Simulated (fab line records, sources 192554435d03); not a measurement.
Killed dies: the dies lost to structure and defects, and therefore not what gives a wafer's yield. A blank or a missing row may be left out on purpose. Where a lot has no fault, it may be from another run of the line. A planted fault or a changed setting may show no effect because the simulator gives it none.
Chamber matching + flow n5Finfet + rieDiel-03 running N5_BEOL_M0_SAQP_ETCH_83: 4 sister chambers
The step etches SiARC in CF4, target depth 39 nm, time 65 s. 8 wafers are shown with their chamber, then 7 later ones without.

## WAFERS WITH THEIR CHAMBER
| wafer  | chamber | drypumpMotorCurrentA (A) | showerheadPlenumPTorr (Torr) |
|--------|---------|--------------------------|------------------------------|
| L077.4 | 2       | 5.3                      | 2.21                         |
| L086.2 | 0       | 5.7                      | 2.20                         |
| L086.5 | 3       | 5.1                      | 2.11                         |
| L087.1 | 1       | 5.7                      | 2.04                         |
| L087.4 | 3       | 5.1                      | 2.11                         |
| L087.5 | 2       | 5.3                      | 2.20                         |
| L088.2 | 1       | 5.7                      | 2.04                         |
| L088.4 | 0       | 5.6                      | 2.20                         |

## WAFERS MISSING THEIR CHAMBER
| wafer  | drypumpMotorCurrentA (A) | showerheadPlenumPTorr (Torr) |
|--------|--------------------------|------------------------------|
| L088.5 | 5.6                      | 2.20                         |
| L090.3 | 5.3                      | 2.20                         |
| L090.4 | 5.1                      | 2.11                         |
| L090.6 | 5.3                      | 2.20                         |
| L096.1 | 5.6                      | 2.19                         |
| L096.4 | 5.6                      | 2.19                         |
| L096.5 | 5.7                      | 2.04                         |

## THE CHAMBER EACH PASSED THROUGH
| wafer  | from the rows above | in truth |
|--------|---------------------|----------|
| L088.5 | 0                   | 0        |
| L090.3 | 2                   | 2        |
| L090.4 | 3                   | 3        |
| L090.6 | 2                   | 2        |
| L096.1 | 0                   | 0        |
| L096.4 | 0                   | 0        |
| L096.5 | 1                   | 1        |
Correctly placed: 7 of 7. Can't be placed from these rows: 0. Wrongly placed: 0.
How it was worked out, from the rows above alone: a wafer's distance from a chamber is the root of the sum, over the readings, of the square of ((its reading less the chamber's mean) divided by the reading's scatter). If the next closest chamber is less than 2 further off than the closest, the wafer can't be placed; otherwise it belongs to the closest. For every chamber, the mean is computed from those of its wafers that are shown. How the scatter is found: for the shown wafers, subtract from each reading the mean of its chamber, square and add these, divide the total by (wafers less chambers), then take the root.
